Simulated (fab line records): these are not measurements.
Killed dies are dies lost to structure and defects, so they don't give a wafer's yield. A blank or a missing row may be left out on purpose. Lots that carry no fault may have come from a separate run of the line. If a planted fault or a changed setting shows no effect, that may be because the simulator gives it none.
Split-lot trial :: flow n5 finfet :: on a route of 1938 steps: 7 lots, 21 wafers read

== ABOUT THE SPLIT ==
At N5_BEOL_M7_ETCH_61 (etches SiARC in CF4, target depth 45.5 nm, time 75.8 s), the setting source w was moved away from the recipe's 545 W on 7 of the 21 wafers read, by -14.8% to +9.2%. All remaining wafers had this setting at the recipe value.

Reading taken at the split's own step.

== THE READING ==
rf vpp V, in V, at N5_BEOL_M7_ETCH_61 (etches SiARC in CF4, target depth 45.5 nm, time 75.8 s). A value of 183.8 V with a standard deviation of 1.1 V is what fault-free wafers of this fab line usually give.

wafer: L074.3
tool, chamber at the split: rie diel-04, 0
source w as run, W: 470.1
against the recipe: -13.7%
rf vpp V, V: 192.4
against lot-mates on the recipe: +8.1

wafer: L074.5
tool, chamber at the split: rie diel-04, 2
source w as run, W: 545
against the recipe: recipe
rf vpp V, V: 184.3
against lot-mates on the recipe: -

wafer: L074.6
tool, chamber at the split: rie diel-04, 3
source w as run, W: 470.1
against the recipe: -13.7%
rf vpp V, V: 194.5
against lot-mates on the recipe: +10.2

wafer: L079.1
tool, chamber at the split: rie diel-02, 2
source w as run, W: 545
against the recipe: recipe
rf vpp V, V: 184.1
against lot-mates on the recipe: -

wafer: L079.3
tool, chamber at the split: rie diel-02, 3
source w as run, W: 579.5
against the recipe: +6.3%
rf vpp V, V: 181.3
against lot-mates on the recipe: -2.4

wafer: L079.6
tool, chamber at the split: rie diel-02, 2
source w as run, W: 545
against the recipe: recipe
rf vpp V, V: 183.3
against lot-mates on the recipe: -

wafer: L085.4
tool, chamber at the split: rie diel-02, 1
source w as run, W: 545
against the recipe: recipe
rf vpp V, V: 182.6
against lot-mates on the recipe: -

wafer: L085.5
tool, chamber at the split: rie diel-02, 0
source w as run, W: 545
against the recipe: recipe
rf vpp V, V: 183.2
against lot-mates on the recipe: -

wafer: L085.6
tool, chamber at the split: rie diel-02, 3
source w as run, W: 545
against the recipe: recipe
rf vpp V, V: 184.3
against lot-mates on the recipe: -

wafer: L086.2
tool, chamber at the split: rie diel-03, 2
source w as run, W: 545
against the recipe: recipe
rf vpp V, V: 184.4
against lot-mates on the recipe: -

wafer: L086.5
tool, chamber at the split: rie diel-03, 1
source w as run, W: 464.3
against the recipe: -14.8%
rf vpp V, V: 194.8
against lot-mates on the recipe: +10.0

wafer: L086.6
tool, chamber at the split: rie diel-03, 2
source w as run, W: 545
against the recipe: recipe
rf vpp V, V: 185.2
against lot-mates on the recipe: -

wafer: L088.1
tool, chamber at the split: rie diel-03, 2
source w as run, W: 595.2
against the recipe: +9.2%
rf vpp V, V: 178.2
against lot-mates on the recipe: -6.8

wafer: L088.5
tool, chamber at the split: rie diel-03, 1
source w as run, W: 545
against the recipe: recipe
rf vpp V, V: 185.3
against lot-mates on the recipe: -

wafer: L088.6
tool, chamber at the split: rie diel-03, 2
source w as run, W: 545
against the recipe: recipe
rf vpp V, V: 184.6
against lot-mates on the recipe: -

wafer: L092.2
tool, chamber at the split: rie diel-04, 1
source w as run, W: 545
against the recipe: recipe
rf vpp V, V: 184.8
against lot-mates on the recipe: -

wafer: L092.5
tool, chamber at the split: rie diel-04, 0
source w as run, W: 545
against the recipe: recipe
rf vpp V, V: 180.5
against lot-mates on the recipe: -

wafer: L092.6
tool, chamber at the split: rie diel-04, 3
source w as run, W: 545
against the recipe: recipe
rf vpp V, V: 183.2
against lot-mates on the recipe: -

wafer: L096.2
tool, chamber at the split: rie diel-03, 1
source w as run, W: 594.1
against the recipe: +9.0%
rf vpp V, V: 178.9
against lot-mates on the recipe: -5.1

wafer: L096.5
tool, chamber at the split: rie diel-03, 0
source w as run, W: 545
against the recipe: recipe
rf vpp V, V: 184.0
against lot-mates on the recipe: -

wafer: L096.6
tool, chamber at the split: rie diel-03, 1
source w as run, W: 594.1
against the recipe: +9.0%
rf vpp V, V: 178.3
against lot-mates on the recipe: -5.7

THE FIT
A straight line over all 21 wafers: rf vpp V changes by -0.663 V for each +1% of source w; r = -0.97; the points scatter about the line by 1.2 V.
The same after taking each lot's own level away (the mean of its wafers on the recipe; 21 wafers): -0.648 V for each +1%; r = -0.98; scatter 0.97 V.
The reading moves by 9.6 V for the largest change in source w, on that fit.
Measured against the standard deviation above, the lots' own levels, which go from 182.83 to 184.95 V, span 1.9 times it.
Hence the lot-to-lot level has little effect on the slope; both slopes agree.
Check: for one of the wafers moved furthest among these (-14.8%), held out of the fit, the line's prediction against its lot-mates is +9.62 V. Against them it came out at +10 V.
Tool readings at the split's step, against how far the setting was moved: etch rf on time s r = -0.95; rf vpp V r = -0.97.

== THESE WAFERS: OTHER SPLITS ==
Before the reading, these wafers also passed through other splits. Each is held against what the fit with the lots' levels taken away leaves over:
other split on the same wafers: N5_BEOL_M6_COAT_59 spin rpm
wafers away from the commonest value: 8
r with rf vpp V (lot level and that fit taken away): +0.04

other split on the same wafers: N5_BEOL_M6_EXPOSE_08 dose mj
wafers away from the commonest value: 7
r with rf vpp V (lot level and that fit taken away): -0.18

other split on the same wafers: N5_BEOL_M7_PECVD_70 temp c
wafers away from the commonest value: 3
r with rf vpp V (lot level and that fit taken away): +0.30

== THE WHOLE CHAIN: every reading that the file lists as answering this split, in the file's order ==
step: N5_BEOL_M7_ETCH_61
what it does: etches SiARC in CF4, target depth 45.5 nm, time 75.8 s
reading: etch rf on time s
change (the file's fit): withheld for each +1% of the setting
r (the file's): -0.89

step: N5_BEOL_M7_ETCH_61
what it does: etches SiARC in CF4, target depth 45.5 nm, time 75.8 s
reading: rf vpp V
change (the file's fit): -0.652 V for each +1% of the setting
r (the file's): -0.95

== THE FILE'S OWN FIT ==
rf vpp V changes by -0.652 V for each +1% of source w, r = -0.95.
